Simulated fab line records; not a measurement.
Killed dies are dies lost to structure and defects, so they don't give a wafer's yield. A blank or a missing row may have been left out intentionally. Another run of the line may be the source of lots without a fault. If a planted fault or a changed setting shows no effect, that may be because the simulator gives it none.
fab line records :: flow nand_harc
record
  lots=6
  wafers=18
  last_day=33
route steps=1302 shown A_SOURCE_PLATE@414 A_ONON_D1@424 END@1302
lots that met no fault: from a run of the same line without faults
start_h: the number of hours between the record's first day and the start of the first shown wafer of the lot :: wait_h: hours since the lot's step before :: " unchanged from the row above :: L1.1+2: one row covering several wafers at once :: - no value present, or no start provided :: * or withheld: withheld :: < > ~ a bound
route shown NAME@n: a module of which the file shows steps, and the number in the route of the first :: usual: mean/standard deviation taken from wafers without a fault :: same: alike in all rows :: chamber/n: place in a boat :: sites: readings site by site :: _std_site: the standard deviation of these :: _edge_site: outer sites' mean less inner sites' :: radius_mm: for every site, how far away it sits from the centre of the wafer :: mask NAME#n: copy n :: behind: the last tool/chamber to shape the wafer :: hold: cause of the lot's hold/its duration in hours/its outcome :: device: the transistor (n, p or np) that didn't switch :: end of line: at the end of the route, the tests of the same wafers :: a step with no rows: only its recipe :: killed: dies that structure and defects cost at the first sort, which is not the same as the wafer's yield :: map: the dies of a wafer, with x for killed, . for not killed, _ for no die there
set.NAME: the setting as run; set.NAME@STEP: as run at that earlier step :: model.NAME: the simulator's own value behind a step, which no gauge read
a table for each step, a row for each wafer; lots at some steps of the route
services: from which hour (start_h, from the record's first day; less than 0 if before it) a tool's chamber was out of use, for how many hours, and why
## steps
# step NHARC_A_SOURCE_PLATE_SRD_01
# step NHARC_A_SOURCE_PLATE_OXIDE_02
# recipe
  target_thk_a=100
  temp_c=900
  ox_time_s=1362
  material=SiO2
# step NHARC_A_SOURCE_PLATE_THK_MEAS_09
# recipe
  thk_meas_gauge=ellipsometry
# usual
  thk_nm=9.8/1.1
lot.wafer: L660.2
tool: film_metro-02
chamber: -
start_h: 165.12
wait_h: 0.4
thk_nm: 8.7

lot.wafer: L660.4
tool: film_metro-02
chamber: -
start_h: 165.12
wait_h: 0.4
thk_nm: 9.6

lot.wafer: L660.6
tool: film_metro-02
chamber: -
start_h: 165.12
wait_h: 0.4
thk_nm: 10.3

lot.wafer: L663.1
tool: film_metro-01
chamber: -
start_h: 184.60
wait_h: 0.4
thk_nm: 8.9

lot.wafer: L663.2
tool: film_metro-01
chamber: -
start_h: 184.60
wait_h: 0.4
thk_nm: 8.4

lot.wafer: L663.3
tool: film_metro-01
chamber: -
start_h: 184.60
wait_h: 0.4
thk_nm: 11.1

lot.wafer: L670.2
tool: film_metro-02
chamber: -
start_h: 257.82
wait_h: 0.4
thk_nm: 9.0

lot.wafer: L670.3
tool: film_metro-02
chamber: -
start_h: 257.82
wait_h: 0.4
thk_nm: 10.0

lot.wafer: L670.4
tool: film_metro-02
chamber: -
start_h: 257.82
wait_h: 0.4
thk_nm: 7.7

lot.wafer: L672.1
tool: film_metro-02
chamber: -
start_h: 276.50
wait_h: 0.4
thk_nm: 9.0

lot.wafer: L672.4
tool: film_metro-02
chamber: -
start_h: 276.50
wait_h: 0.4
thk_nm: 10.0

lot.wafer: L672.6
tool: film_metro-02
chamber: -
start_h: 276.50
wait_h: 0.4
thk_nm: 9.4

lot.wafer: L676.2
tool: film_metro-02
chamber: -
start_h: 319.05
wait_h: 0.4
thk_nm: 10.7

lot.wafer: L676.5
tool: film_metro-02
chamber: -
start_h: 319.05
wait_h: 0.4
thk_nm: 9.9

lot.wafer: L676.6
tool: film_metro-02
chamber: -
start_h: 319.05
wait_h: 0.4
thk_nm: 8.7

lot.wafer: L682.2
tool: film_metro-01
chamber: -
start_h: 386.94
wait_h: 0.4
thk_nm: 8.5

lot.wafer: L682.3
tool: film_metro-01
chamber: -
start_h: 386.94
wait_h: 0.4
thk_nm: 11.2

lot.wafer: L682.6
tool: film_metro-01
chamber: -
start_h: 386.94
wait_h: 0.4
thk_nm: 12.1
# step NHARC_A_SOURCE_PLATE_PVD_04
# recipe
  target_thk_a=500
  material=WSi2
# step NHARC_A_SOURCE_PLATE_CVD_03
# recipe
  target_thk_a=2000
  temp_c=620
  pressure_mtorr=200
  time_s=4000
  material=poly-Si
# step NHARC_A_SOURCE_PLATE_ANNEAL_05
# recipe
  temp_c=850
  time_s=1800
# step NHARC_A_SOURCE_PLATE_THK_MEAS_06
# recipe
  thk_meas_gauge=ellipsometry
# usual
  thk_nm=199.0/2.4
lot.wafer: L660.2
tool: film_metro-02
chamber: -
start_h: 178.29
wait_h: 0.4
thk_nm: 199.1

lot.wafer: L660.4
tool: film_metro-02
chamber: -
start_h: 178.29
wait_h: 0.4
thk_nm: 199.3

lot.wafer: L660.6
tool: film_metro-02
chamber: -
start_h: 178.29
wait_h: 0.4
thk_nm: 198.3

lot.wafer: L663.1
tool: film_metro-02
chamber: -
start_h: 197.59
wait_h: 0.4
thk_nm: 201.4

lot.wafer: L663.2
tool: film_metro-02
chamber: -
start_h: 197.59
wait_h: 0.4
thk_nm: 197.5

lot.wafer: L663.3
tool: film_metro-02
chamber: -
start_h: 197.59
wait_h: 0.4
thk_nm: 198.8

lot.wafer: L670.2
tool: film_metro-01
chamber: -
start_h: 270.45
wait_h: 0.4
thk_nm: 201.3

lot.wafer: L670.3
tool: film_metro-01
chamber: -
start_h: 270.45
wait_h: 0.4
thk_nm: 203.3

lot.wafer: L670.4
tool: film_metro-01
chamber: -
start_h: 270.45
wait_h: 0.4
thk_nm: 202.7

lot.wafer: L672.1
tool: film_metro-02
chamber: -
start_h: 290.41
wait_h: 0.4
thk_nm: 199.3

lot.wafer: L672.4
tool: film_metro-02
chamber: -
start_h: 290.41
wait_h: 0.4
thk_nm: 199.9

lot.wafer: L672.6
tool: film_metro-02
chamber: -
start_h: 290.41
wait_h: 0.4
thk_nm: 199.8

lot.wafer: L676.2
tool: film_metro-02
chamber: -
start_h: 334.31
wait_h: 0.4
thk_nm: 198.5

lot.wafer: L676.5
tool: film_metro-02
chamber: -
start_h: 334.31
wait_h: 0.4
thk_nm: 200.0

lot.wafer: L676.6
tool: film_metro-02
chamber: -
start_h: 334.31
wait_h: 0.4
thk_nm: 201.1

lot.wafer: L682.2
tool: film_metro-01
chamber: -
start_h: 399.87
wait_h: 0.4
thk_nm: 200.9

lot.wafer: L682.3
tool: film_metro-01
chamber: -
start_h: 399.87
wait_h: 0.4
thk_nm: 203.4

lot.wafer: L682.6
tool: film_metro-01
chamber: -
start_h: 399.87
wait_h: 0.4
thk_nm: 200.7
# step NHARC_A_SOURCE_PLATE_INSPECT_08
# usual
  raw_defect_count=56/24
lot.wafer: L660.2
tool: defect_inspect-02
chamber: -
start_h: 178.40
wait_h: 0.0
raw_defect_count: 27

lot.wafer: L660.4
tool: defect_inspect-02
chamber: -
start_h: 178.40
wait_h: 0.0
raw_defect_count: 37

lot.wafer: L660.6
tool: defect_inspect-02
chamber: -
start_h: 178.40
wait_h: 0.0
raw_defect_count: 30

lot.wafer: L663.1
tool: defect_inspect-02
chamber: -
start_h: 197.70
wait_h: 0.0
raw_defect_count: 92

lot.wafer: L663.2
tool: defect_inspect-02
chamber: -
start_h: 197.70
wait_h: 0.0
raw_defect_count: 82

lot.wafer: L663.3
tool: defect_inspect-02
chamber: -
start_h: 197.70
wait_h: 0.0
raw_defect_count: 54

lot.wafer: L670.2
tool: defect_inspect-02
chamber: -
start_h: 270.51
wait_h: 0.0
raw_defect_count: 50

lot.wafer: L670.3
tool: defect_inspect-02
chamber: -
start_h: 270.51
wait_h: 0.0
raw_defect_count: 25

lot.wafer: L670.4
tool: defect_inspect-02
chamber: -
start_h: 270.51
wait_h: 0.0
raw_defect_count: 32

lot.wafer: L672.1
tool: defect_inspect-01
chamber: -
start_h: 290.52
wait_h: 0.0
raw_defect_count: 23

lot.wafer: L672.4
tool: defect_inspect-01
chamber: -
start_h: 290.52
wait_h: 0.0
raw_defect_count: 63

lot.wafer: L672.6
tool: defect_inspect-01
chamber: -
start_h: 290.52
wait_h: 0.0
raw_defect_count: 39

lot.wafer: L676.2
tool: defect_inspect-02
chamber: -
start_h: 334.37
wait_h: 0.0
raw_defect_count: 58

lot.wafer: L676.5
tool: defect_inspect-02
chamber: -
start_h: 334.37
wait_h: 0.0
raw_defect_count: 59

lot.wafer: L676.6
tool: defect_inspect-02
chamber: -
start_h: 334.37
wait_h: 0.0
raw_defect_count: 59

lot.wafer: L682.2
tool: defect_inspect-01
chamber: -
start_h: 399.94
wait_h: 0.0
raw_defect_count: 37

lot.wafer: L682.3
tool: defect_inspect-01
chamber: -
start_h: 399.94
wait_h: 0.0
raw_defect_count: 84

lot.wafer: L682.6
tool: defect_inspect-01
chamber: -
start_h: 399.94
wait_h: 0.0
raw_defect_count: 96
# step NHARC_A_ONON_D1_DEP_00
# recipe
  target_thk_a=10000
  n2_flow_sccm=2750
  n2o_flow_sccm=2000
  nh3_flow_sccm=500
  sih4_flow_sccm=210
  temp_c=400
# step NHARC_A_ONON_D1_THK_MEAS_02
# recipe
  thk_meas_gauge=ellipsometry
# usual
  thk_nm=998/9.5
lot.wafer: L660.2
tool: film_metro-02
chamber: -
start_h: 178.97
wait_h: -
thk_nm: 1003

lot.wafer: L660.4
tool: film_metro-02
chamber: -
start_h: 178.97
wait_h: -
thk_nm: 1001

lot.wafer: L660.6
tool: film_metro-02
chamber: -
start_h: 178.97
wait_h: -
thk_nm: 999

lot.wafer: L663.1
tool: film_metro-02
chamber: -
start_h: 198.27
wait_h: -
thk_nm: 1010

lot.wafer: L663.2
tool: film_metro-02
chamber: -
start_h: 198.27
wait_h: -
thk_nm: 1010

lot.wafer: L663.3
tool: film_metro-02
chamber: -
start_h: 198.27
wait_h: -
thk_nm: 1010

lot.wafer: L670.2
tool: film_metro-02
chamber: -
start_h: 271.09
wait_h: -
thk_nm: 999

lot.wafer: L670.3
tool: film_metro-02
chamber: -
start_h: 271.09
wait_h: -
thk_nm: 998

lot.wafer: L670.4
tool: film_metro-02
chamber: -
start_h: 271.09
wait_h: -
thk_nm: 999

lot.wafer: L672.1
tool: film_metro-02
chamber: -
start_h: 291.09
wait_h: -
thk_nm: 1001

lot.wafer: L672.4
tool: film_metro-02
chamber: -
start_h: 291.09
wait_h: -
thk_nm: 998

lot.wafer: L672.6
tool: film_metro-02
chamber: -
start_h: 291.09
wait_h: -
thk_nm: 998

lot.wafer: L676.2
tool: film_metro-02
chamber: -
start_h: 334.95
wait_h: -
thk_nm: 1005

lot.wafer: L676.5
tool: film_metro-02
chamber: -
start_h: 334.95
wait_h: -
thk_nm: 1007

lot.wafer: L676.6
tool: film_metro-02
chamber: -
start_h: 334.95
wait_h: -
thk_nm: 1007

lot.wafer: L682.2
tool: film_metro-01
chamber: -
start_h: 400.52
wait_h: -
thk_nm: 1008

lot.wafer: L682.3
tool: film_metro-01
chamber: -
start_h: 400.52
wait_h: -
thk_nm: 1010

lot.wafer: L682.6
tool: film_metro-01
chamber: -
start_h: 400.52
wait_h: -
thk_nm: 1009
# step NHARC_A_ONON_D1_DEP_03
# recipe
  target_thk_a=10000
  n2_flow_sccm=2750
  n2o_flow_sccm=2000
  nh3_flow_sccm=500
  sih4_flow_sccm=210
  temp_c=400
# usual
  n2_flow_sccm=2749/9
lot.wafer: L660.2
tool: pecvd_onon-04
chamber: 0
start_h: 179.09
wait_h: 0.1
n2_flow_sccm: 2752

lot.wafer: L660.4
tool: pecvd_onon-04
chamber: 0
start_h: 179.09
wait_h: 0.1
n2_flow_sccm: 2748

lot.wafer: L660.6
tool: pecvd_onon-04
chamber: 0
start_h: 179.09
wait_h: 0.1
n2_flow_sccm: 2753

lot.wafer: L663.1
tool: pecvd_onon-02
chamber: 0
start_h: 198.33
wait_h: 0.1
n2_flow_sccm: 2758

lot.wafer: L663.2
tool: pecvd_onon-02
chamber: 0
start_h: 198.33
wait_h: 0.1
n2_flow_sccm: 2757

lot.wafer: L663.3
tool: pecvd_onon-02
chamber: 0
start_h: 198.33
wait_h: 0.1
n2_flow_sccm: 2752

lot.wafer: L670.2
tool: pecvd_onon-04
chamber: 0
start_h: 271.21
wait_h: 0.1
n2_flow_sccm: 2757

lot.wafer: L670.3
tool: pecvd_onon-04
chamber: 0
start_h: 271.21
wait_h: 0.1
n2_flow_sccm: 2744

lot.wafer: L670.4
tool: pecvd_onon-04
chamber: 0
start_h: 271.21
wait_h: 0.1
n2_flow_sccm: 2767

lot.wafer: L672.1
tool: pecvd_onon-04
chamber: 0
start_h: 291.15
wait_h: 0.1
n2_flow_sccm: 2763

lot.wafer: L672.4
tool: pecvd_onon-04
chamber: 0
start_h: 291.15
wait_h: 0.1
n2_flow_sccm: 2730

lot.wafer: L672.6
tool: pecvd_onon-04
chamber: 0
start_h: 291.15
wait_h: 0.1
n2_flow_sccm: 2742

lot.wafer: L676.2
tool: pecvd_onon-01
chamber: 0
start_h: 335.07
wait_h: 0.1
n2_flow_sccm: 2735

lot.wafer: L676.5
tool: pecvd_onon-01
chamber: 0
start_h: 335.07
wait_h: 0.1
n2_flow_sccm: 2760

lot.wafer: L676.6
tool: pecvd_onon-01
chamber: 0
start_h: 335.07
wait_h: 0.1
n2_flow_sccm: 2751

lot.wafer: L682.2
tool: pecvd_onon-04
chamber: 0
start_h: 400.63
wait_h: 0.1
n2_flow_sccm: 2746

lot.wafer: L682.3
tool: pecvd_onon-04
chamber: 0
start_h: 400.63
wait_h: 0.1
n2_flow_sccm: 2750

lot.wafer: L682.6
tool: pecvd_onon-04
chamber: 0
start_h: 400.63
wait_h: 0.1
n2_flow_sccm: 2750
# step NHARC_A_ONON_D1_THK_MEAS_05
# recipe
  thk_meas_gauge=ellipsometry
# usual
  thk_nm=999/6.9
lot.wafer: L660.2
tool: film_metro-02
chamber: -
start_h: 179.54
wait_h: -
thk_nm: 990

lot.wafer: L660.4
tool: film_metro-02
chamber: -
start_h: 179.54
wait_h: -
thk_nm: 989

lot.wafer: L660.6
tool: film_metro-02
chamber: -
start_h: 179.54
wait_h: -
thk_nm: 989

lot.wafer: L663.1
tool: film_metro-02
chamber: -
start_h: 198.84
wait_h: -
thk_nm: 1000

lot.wafer: L663.2
tool: film_metro-02
chamber: -
start_h: 198.84
wait_h: -
thk_nm: 1002

lot.wafer: L663.3
tool: film_metro-02
chamber: -
start_h: 198.84
wait_h: -
thk_nm: 1001

lot.wafer: L670.2
tool: film_metro-01
chamber: -
start_h: 271.67
wait_h: -
thk_nm: 667

lot.wafer: L670.3
tool: film_metro-01
chamber: -
start_h: 271.67
wait_h: -
thk_nm: 667

lot.wafer: L670.4
tool: film_metro-01
chamber: -
start_h: 271.67
wait_h: -
thk_nm: 668

lot.wafer: L672.1
tool: film_metro-02
chamber: -
start_h: 291.66
wait_h: -
thk_nm: 666

lot.wafer: L672.4
tool: film_metro-02
chamber: -
start_h: 291.66
wait_h: -
thk_nm: 666

lot.wafer: L672.6
tool: film_metro-02
chamber: -
start_h: 291.66
wait_h: -
thk_nm: 668

lot.wafer: L676.2
tool: film_metro-01
chamber: -
start_h: 335.53
wait_h: -
thk_nm: 994

lot.wafer: L676.5
tool: film_metro-01
chamber: -
start_h: 335.53
wait_h: -
thk_nm: 998

lot.wafer: L676.6
tool: film_metro-01
chamber: -
start_h: 335.53
wait_h: -
thk_nm: 994

lot.wafer: L682.2
tool: film_metro-02
chamber: -
start_h: 401.09
wait_h: -
thk_nm: 1006

lot.wafer: L682.3
tool: film_metro-02
chamber: -
start_h: 401.09
wait_h: -
thk_nm: 1007

lot.wafer: L682.6
tool: film_metro-02
chamber: -
start_h: 401.09
wait_h: -
thk_nm: 1007
# step NHARC_A_ONON_D1_DEP_06
# recipe
  target_thk_a=10000
  n2_flow_sccm=2750
  n2o_flow_sccm=2000
  nh3_flow_sccm=500
  sih4_flow_sccm=210
  temp_c=400
# step NHARC_END_SORT_01
# recipe
  temp_c=25
# usual
  killed_at_array=54/17
  killed_at_other=1.0/1.4
  killed_at_periphery=3.6/2.1
  killed_dies=58/17
  killed_open=3.2/2
  killed_short=2.5/1.5
# same
  gross_dies=677
lot.wafer: L670.2
tool: prober-02
chamber: 0
start_h: 659.66
wait_h: 2.8
killed_at_array: 672
killed_at_other: 1
killed_at_periphery: 4
killed_dies: 677
killed_open: 0
killed_short: 5

lot.wafer: L670.3
tool: prober-02
chamber: 0
start_h: 660.46
wait_h: 3.1
killed_at_array: 671
killed_at_other: 1
killed_at_periphery: 5
killed_dies: 677
killed_open: 5
killed_short: 2

lot.wafer: L670.4
tool: prober-02
chamber: 0
start_h: 661.26
wait_h: 3.4
killed_at_array: 673
killed_at_other: 2
killed_at_periphery: 2
killed_dies: 677
killed_open: 2
killed_short: 2

lot.wafer: L672.1
tool: prober-02
chamber: 0
start_h: 695.95
wait_h: 2.5
killed_at_array: 676
killed_at_other: 0
killed_at_periphery: 1
killed_dies: 677
killed_open: 1
killed_short: 2

lot.wafer: L672.4
tool: prober-02
chamber: 0
start_h: 698.41
wait_h: 3.5
killed_at_array: 672
killed_at_other: 1
killed_at_periphery: 4
killed_dies: 677
killed_open: 5
killed_short: 0

lot.wafer: L672.6
tool: prober-02
chamber: 0
start_h: 700.05
wait_h: 4.1
killed_at_array: 676
killed_at_other: 0
killed_at_periphery: 1
killed_dies: 677
killed_open: 1
killed_short: 2
# killed by level:class
L670.2 A_ONON_D1:area_dep=622 A_CHANNEL_HOLE_D2:chamber_film_flake=20 A_CHANNEL_HOLE_D1:chamber_film_flake=16 A_SLIT:chamber_film_flake=5 P_GATE:chamber_film_flake=3 A_ONON_D1:geometric_particle:short=2 A_CONTACT:chamber_film_flake=2 A_ONON_D2:geometric_particle:short=1
L670.3 A_ONON_D1:area_dep=615 A_CHANNEL_HOLE_D1:chamber_film_flake=32 A_CHANNEL_HOLE_D2:chamber_film_flake=16 P_CONTACT:geometric_particle:open=2 A_CHANNEL_FILL_D2:chamber_film_flake=2 A_SLIT:chamber_film_flake=2 P_BONDPAD:geometric_particle:open=1 A_ONON_D2:geometric_particle:short=1
L670.4 A_ONON_D1:area_dep=624 A_CHANNEL_HOLE_D2:chamber_film_flake=19 A_CHANNEL_HOLE_D1:chamber_film_flake=13 A_SLIT:chamber_film_flake=5 A_CONTACT:chamber_film_flake=5 A_STAIRCASE:chamber_film_flake=3 A_CHANNEL_FILL_D1:geometric_particle:open=1 A_ONON_D2:geometric_particle:short=1
L672.1 A_ONON_D1:area_dep=598 A_CHANNEL_HOLE_D2:chamber_film_flake=31 A_CHANNEL_HOLE_D1:chamber_film_flake=28 A_CHANNEL_FILL_D2:chamber_film_flake=5 A_SGD_CUT:chamber_film_flake=4 A_CONTACT:chamber_film_flake=4 A_WL_FILL:chamber_film_flake=2 P_CONTACT:geometric_particle:short=1
L672.4 A_ONON_D1:area_dep=610 A_CHANNEL_HOLE_D1:chamber_film_flake=30 A_CHANNEL_HOLE_D2:chamber_film_flake=20 A_CHANNEL_FILL_D2:chamber_film_flake=3 A_SGD_CUT:chamber_film_flake=3 P_ZERO_WELL:chamber_film_flake=2 A_CONTACT:chamber_film_flake=2 P_CONTACT:geometric_particle:open=1
L672.6 A_ONON_D1:area_dep=601 A_CHANNEL_HOLE_D1:chamber_film_flake=36 A_CHANNEL_HOLE_D2:chamber_film_flake=19 A_CONTACT:chamber_film_flake=5 A_CHANNEL_FILL_D2:chamber_film_flake=4 A_SGD_CUT:chamber_film_flake=3 A_SLIT:chamber_film_flake=3 P_CONTACT:geometric_particle:short=1
# map L670.2 (x killed, . not)
____________x____________
_________xxxxxxx_________
_______xxxxxxxxxxx_______
______xxxxxxxxxxxxx______
_____xxxxxxxxxxxxxxx_____
____xxxxxxxxxxxxxxxxx____
____xxxxxxxxxxxxxxxxx____
___xxxxxxxxxxxxxxxxxxx___
___xxxxxxxxxxxxxxxxxxx___
__xxxxxxxxxxxxxxxxxxxxx__
__xxxxxxxxxxxxxxxxxxxxx__
_xxxxxxxxxxxxxxxxxxxxxxx_
_xxxxxxxxxxxxxxxxxxxxxxx_
_xxxxxxxxxxxxxxxxxxxxxxx_
_xxxxxxxxxxxxxxxxxxxxxxx_
_xxxxxxxxxxxxxxxxxxxxxxx_
xxxxxxxxxxxxxxxxxxxxxxxxx
xxxxxxxxxxxxxxxxxxxxxxxxx
xxxxxxxxxxxxxxxxxxxxxxxxx
xxxxxxxxxxxxxxxxxxxxxxxxx
xxxxxxxxxxxxxxxxxxxxxxxxx
_xxxxxxxxxxxxxxxxxxxxxxx_
_xxxxxxxxxxxxxxxxxxxxxxx_
_xxxxxxxxxxxxxxxxxxxxxxx_
_xxxxxxxxxxxxxxxxxxxxxxx_
_xxxxxxxxxxxxxxxxxxxxxxx_
__xxxxxxxxxxxxxxxxxxxxx__
__xxxxxxxxxxxxxxxxxxxxx__
___xxxxxxxxxxxxxxxxxxx___
___xxxxxxxxxxxxxxxxxxx___
____xxxxxxxxxxxxxxxxx____
____xxxxxxxxxxxxxxxxx____
_____xxxxxxxxxxxxxxx_____
______xxxxxxxxxxxxx______
_______xxxxxxxxxxx_______
_________xxxxxxx_________
____________x____________
# map L672.1 (x killed, . not)
____________x____________
_________xxxxxxx_________
_______xxxxxxxxxxx_______
______xxxxxxxxxxxxx______
_____xxxxxxxxxxxxxxx_____
____xxxxxxxxxxxxxxxxx____
____xxxxxxxxxxxxxxxxx____
___xxxxxxxxxxxxxxxxxxx___
___xxxxxxxxxxxxxxxxxxx___
__xxxxxxxxxxxxxxxxxxxxx__
__xxxxxxxxxxxxxxxxxxxxx__
_xxxxxxxxxxxxxxxxxxxxxxx_
_xxxxxxxxxxxxxxxxxxxxxxx_
_xxxxxxxxxxxxxxxxxxxxxxx_
_xxxxxxxxxxxxxxxxxxxxxxx_
_xxxxxxxxxxxxxxxxxxxxxxx_
xxxxxxxxxxxxxxxxxxxxxxxxx
xxxxxxxxxxxxxxxxxxxxxxxxx
xxxxxxxxxxxxxxxxxxxxxxxxx
xxxxxxxxxxxxxxxxxxxxxxxxx
xxxxxxxxxxxxxxxxxxxxxxxxx
_xxxxxxxxxxxxxxxxxxxxxxx_
_xxxxxxxxxxxxxxxxxxxxxxx_
_xxxxxxxxxxxxxxxxxxxxxxx_
_xxxxxxxxxxxxxxxxxxxxxxx_
_xxxxxxxxxxxxxxxxxxxxxxx_
__xxxxxxxxxxxxxxxxxxxxx__
__xxxxxxxxxxxxxxxxxxxxx__
___xxxxxxxxxxxxxxxxxxx___
___xxxxxxxxxxxxxxxxxxx___
____xxxxxxxxxxxxxxxxx____
____xxxxxxxxxxxxxxxxx____
_____xxxxxxxxxxxxxxx_____
______xxxxxxxxxxxxx______
_______xxxxxxxxxxx_______
_________xxxxxxx_________
____________x____________
## services
tool: pecvd_onon-04
chamber: -
start_h: 160.60
hours: 4.0
kind: repair

tool: pecvd_onon-02
chamber: -
start_h: 185.00
hours: 13.0
kind: pm

tool: pecvd_onon-01
chamber: -
start_h: 269.10
hours: 13.0
kind: pm

tool: pecvd_onon-04
chamber: -
start_h: 311.05
hours: 13.0
kind: pm

tool: pecvd_onon-02
chamber: -
start_h: 366.00
hours: 13.0
kind: pm
## key
first_sign
  step=NHARC_A_ONON_D1_THK_MEAS_05
  reading=thk_nm
  direction=down
  sigmas=48
  usual=999
  struck=667
effect
  step=NHARC_END_SORT_01
  reading=killed_dies
  direction=up
  sigmas=36
  usual=58
  struck=677
more_kills_born_at
  NHARC_A_ONON_D1_DEP_03@pecvd_onon-04=3670
met_at NHARC_A_ONON_D1_DEP_03
struck_wafers L670.2,L670.3,L670.4,L672.1,L672.4,L672.6
later_rows_left_out L670.2,L670.3,L670.4,L672.1,L672.4,L672.6
tester_left_out L670,L672
onset_between 179.09 271.21
fault
  kind=process_parameter_drift
  tool=pecvd_onon-04
  chamber=-
  onset_h=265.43
  steps=NHARC_A_ONON_D1_DEP_03
  channel=target_thk_a
  offset=*
  shape=step
  end_h=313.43
  acts_in=*
  stated=*
# tester_left_out: of these lots the tester's yield and bins aren't shown, on N5 and GAA mostly nor the transistor test; their killed dies are dies lost to structure and defects alone, not to doping, threshold or leakage, so they don't give the yield
# later_rows_left_out: the simulator's readings of these wafers behind a module that went badly wrong aren't trusted and aren't shown, but for the sort
